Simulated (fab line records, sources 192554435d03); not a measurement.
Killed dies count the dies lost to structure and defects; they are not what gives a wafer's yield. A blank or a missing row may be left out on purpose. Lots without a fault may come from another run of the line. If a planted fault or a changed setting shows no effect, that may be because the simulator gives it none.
Matching of chambers | flow n5Finfet | 4 sister chambers for N5_SD_EPI_N_DESCUM_14 on rieDiel-05
The step chemistry O2, time 7.9 s. 24 wafers are shown with their chamber, then 12 later ones without.

== WAFERS PAIRED WITH THEIR CHAMBERS ==
wafer  | chamber | drypumpMotorCurrentA (A) | showerheadPlenumPTorr (Torr) | throttleValvePct (%)
L077.2 | 0       | 5.5                      | 2.12                         | 20.67
L077.5 | 3       | 5.4                      | 2.24                         | 20.32
L077.6 | 2       | 4.9                      | 2.18                         | 20.11
L078.1 | 1       | 6.2                      | 2.14                         | 20.56
L078.3 | 0       | 5.5                      | 2.12                         | 20.65
L078.6 | 1       | 6.2                      | 2.14                         | 20.55
L080.1 | 1       | 6.2                      | 2.14                         | 20.56
L080.2 | 2       | 4.9                      | 2.18                         | 20.10
L080.4 | 0       | 5.5                      | 2.12                         | 20.65
L081.2 | 1       | 6.2                      | 2.13                         | 20.57
L081.5 | 3       | 5.5                      | 2.24                         | 20.36
L081.6 | 0       | 5.5                      | 2.12                         | 20.66
L082.1 | 2       | 4.9                      | 2.18                         | 20.13
L082.2 | 3       | 5.5                      | 2.24                         | 20.34
L082.3 | 0       | 5.5                      | 2.12                         | 20.67
L083.3 | 0       | 5.5                      | 2.12                         | 20.65
L083.4 | 1       | 6.2                      | 2.13                         | 20.57
L083.5 | 3       | 5.5                      | 2.24                         | 20.35
L084.3 | 1       | 6.2                      | 2.13                         | 20.56
L084.4 | 3       | 5.5                      | 2.24                         | 20.34
L084.6 | 3       | 5.5                      | 2.24                         | 20.35
L088.1 | 1       | 6.2                      | 2.13                         | 20.59
L088.3 | 2       | 4.9                      | 2.18                         | 20.13
L088.5 | 1       | 6.2                      | 2.13                         | 20.58

SIGNATURES (averages over the wafers above)
reading               | chamber 0 | chamber 1 | chamber 2 | chamber 3 | scatter within a chamber
drypumpMotorCurrentA  | 5.500     | 6.200     | 4.900     | 5.483     | 0.0204
showerheadPlenumPTorr | 2.1200    | 2.1338    | 2.1800    | 2.2400    | 0.00306
throttleValvePct      | 20.6583   | 20.5675   | 20.1175   | 20.3433   | 0.0127
Rule: distance of a wafer from a chamber = root of the sum over the readings of ((wafer's reading minus chamber's mean) / reading's scatter) squared. The wafer belongs to the nearest chamber; if the next one is less than 2 further off, it can't be placed. The scatter: take each reading less its chamber's mean, square it, sum over the shown wafers, divide by the number of wafers less the number of chambers, and take the root.

== WAFERS WHOSE CHAMBER IS MISSING ==
wafer  | drypumpMotorCurrentA (A) | showerheadPlenumPTorr (Torr) | throttleValvePct (%)
L089.1 | 6.2                      | 2.13                         | 20.60
L089.5 | 6.2                      | 2.13                         | 20.57
L089.6 | 5.5                      | 2.11                         | 20.69
L091.1 | 6.2                      | 2.13                         | 20.60
L091.2 | 5.4                      | 2.23                         | 20.38
L091.6 | 6.2                      | 2.13                         | 20.59
L092.1 | 6.2                      | 2.12                         | 20.60
L092.3 | 4.9                      | 2.17                         | 20.15
L092.4 | 5.5                      | 2.11                         | 20.70
L097.1 | 5.5                      | 2.23                         | 20.39
L097.3 | 6.2                      | 2.12                         | 20.63
L097.5 | 4.9                      | 2.17                         | 20.18

== THE CHAMBER EACH PASSED THROUGH ==
wafer  | from the rows above | in truth
L089.1 | 1                   | 1
L089.5 | 1                   | 1
L089.6 | 0                   | 0
L091.1 | 1                   | 1
L091.2 | 3                   | 3
L091.6 | 1                   | 1
L092.1 | 1                   | 1
L092.3 | 2                   | 2
L092.4 | 0                   | 0
L097.1 | 3                   | 3
L097.3 | 1                   | 1
L097.5 | 2                   | 2
Correctly placed: 12 of 12. Number that these rows cannot place: 0. Number placed wrongly: 0.
